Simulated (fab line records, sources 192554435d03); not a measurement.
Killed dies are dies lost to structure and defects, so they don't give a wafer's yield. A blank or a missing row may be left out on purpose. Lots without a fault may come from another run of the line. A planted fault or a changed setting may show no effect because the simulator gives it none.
Split-lot experiment | flow n5_finfet | 7 lots, 39 wafers read, on a route of 1938 steps

THE SPLIT
At N5_MOL_CONTACT_COAG_ETCH_91 (etches SOC in N2/H2, target depth 60 nm, overetch 21 nm, time 101.2 s), the setting time_s was moved away from the recipe's 101.2 s on 18 of the 39 wafers read, by -15.6% to +23.0%. The other wafers ran this setting at the recipe's value.

The reading is taken at the split's own step.

THE READING
SiARC_of_MOL_CONTACT_COAG_COAT_76.thk_nm (the simulator's own value, which no gauge read), in nm, at N5_MOL_CONTACT_COAG_ETCH_91 (etches SOC in N2/H2, target depth 60 nm, overetch 21 nm, time 101.2 s). The file gives no usual value for it. The 21 wafers here that ran the recipe average 5.8 nm, standard deviation 0.14 nm.

wafer  | tool, chamber at the split | time_s as run, s | against the recipe | SiARC_of_MOL_CONTACT_COAG_COAT_76.thk_nm, nm | against lot-mates on the recipe
L078.1 | rie_diel-03, 3             | 94.67            | -6.5%              | 6.2                                          | +0.6
L078.2 | rie_diel-03, 0,2,1         | 101.2            | recipe             | 5.6                                          | -
L078.3 | rie_diel-03, 0,2,1         | 101.2            | recipe             | 5.6                                          | -
L078.5 | rie_diel-03, 0,2,1         | 101.2            | recipe             | 5.6                                          | -
L078.4 | rie_diel-03, 1,2           | 94.67            | -6.5%              | 6                                            | +0.4
L078.6 | rie_diel-03, 1,2           | 94.67            | -6.5%              | 6                                            | +0.4
L081.1 | rie_diel-03, 0,1           | 101.2            | recipe             | 5.6                                          | -
L081.5 | rie_diel-03, 0,1           | 101.2            | recipe             | 5.6                                          | -
L081.2 | rie_diel-03, 2             | 85.86            | -15.2%             | 6.4                                          | +0.7
L081.6 | rie_diel-03, 2             | 85.86            | -15.2%             | 6.4                                          | +0.7
L081.3 | rie_diel-03, 3             | 101.2            | recipe             | 6                                            | -
L081.4 | rie_diel-03, 1             | 85.86            | -15.2%             | 6.2                                          | +0.5
L082.1 | rie_diel-02, 3             | 87.76            | -13.3%             | 6.2                                          | +0.3
L082.5 | rie_diel-02, 3             | 87.76            | -13.3%             | 6.2                                          | +0.3
L082.2 | rie_diel-02, 1             | 101.2            | recipe             | 6                                            | -
L082.3 | rie_diel-02, 2             | 87.76            | -13.3%             | 6.4                                          | +0.5
L082.4 | rie_diel-02, 0,2           | 101.2            | recipe             | 5.8                                          | -
L082.6 | rie_diel-02, 0,2           | 101.2            | recipe             | 5.8                                          | -
L084.1 | rie_diel-02, 1             | 101.2            | recipe             | 6                                            | -
L084.3 | rie_diel-02, 2             | 101.2            | recipe             | 5.8                                          | -
L084.4 | rie_diel-02, 3             | 101.2            | recipe             | 5.6                                          | -
L090.1 | rie_diel-04, 1,2           | 101.2            | recipe             | 5.8                                          | -
L090.3 | rie_diel-04, 1,2           | 101.2            | recipe             | 5.8                                          | -
L090.2 | rie_diel-04, 3             | 124.5            | +23.0%             | 5                                            | -0.9
L090.4 | rie_diel-04, 3             | 101.2            | recipe             | 6                                            | -
L090.5 | rie_diel-04, 1,2           | 124.5            | +23.0%             | 4.8                                          | -1.1
L090.6 | rie_diel-04, 1,2           | 124.5            | +23.0%             | 4.8                                          | -1.1
L092.1 | rie_diel-02, 1,0,1         | 101.2            | recipe             | 5.8                                          | -
L092.3 | rie_diel-02, 1,0,1         | 101.2            | recipe             | 5.8                                          | -
L092.6 | rie_diel-02, 1,0,1         | 101.2            | recipe             | 5.8                                          | -
L092.2 | rie_diel-02, 2,0           | 118.2            | +16.8%             | 5.2                                          | -0.6
L092.5 | rie_diel-02, 2,0           | 118.2            | +16.8%             | 5.2                                          | -0.6
L092.4 | rie_diel-02, 3             | 118.2            | +16.8%             | 5                                            | -0.8
L093.1 | rie_diel-04, 3             | 101.2            | recipe             | 6                                            | -
L093.2 | rie_diel-04, 1             | 101.2            | recipe             | 5.8                                          | -
L093.6 | rie_diel-04, 1             | 101.2            | recipe             | 5.8                                          | -
L093.3 | rie_diel-04, 0,2           | 85.39            | -15.6%             | 6.4                                          | +0.5
L093.4 | rie_diel-04, 0,2           | 85.39            | -15.6%             | 6.4                                          | +0.5
L093.5 | rie_diel-04, 0             | 85.39            | -15.6%             | 6.2                                          | +0.3
Where a row lists several chambers, the file gives one row for several wafers and doesn't say which wafer went through which chamber.

THE FIT
A straight line over all 39 wafers: SiARC_of_MOL_CONTACT_COAG_COAT_76.thk_nm changes by -0.0381 nm for each +1% of time_s; r = -0.96; the points scatter about the line by 0.13 nm.
The same after taking each lot's own level away (the mean of its wafers on the recipe; 39 wafers): -0.0393 nm for each +1%; r = -0.95; scatter 0.14 nm.
On that fit, the largest move of time_s shifts the reading by 0.9 nm.
The lots' own levels span 5.60 to 5.87 nm, that is 1.8 times the standard deviation above.
So the lot-to-lot level changes the slope little: the two slopes agree.
Check: with one of the wafers moved furthest among these (+23.0%) left out of the fit, the line predicts -0.925 nm for it against its lot-mates. It came out at -0.867 nm against them.

THE FILE'S OWN FIT
SiARC_of_MOL_CONTACT_COAG_COAT_76.thk_nm changes by -0.0392 nm for each +1% of time_s, r = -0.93.
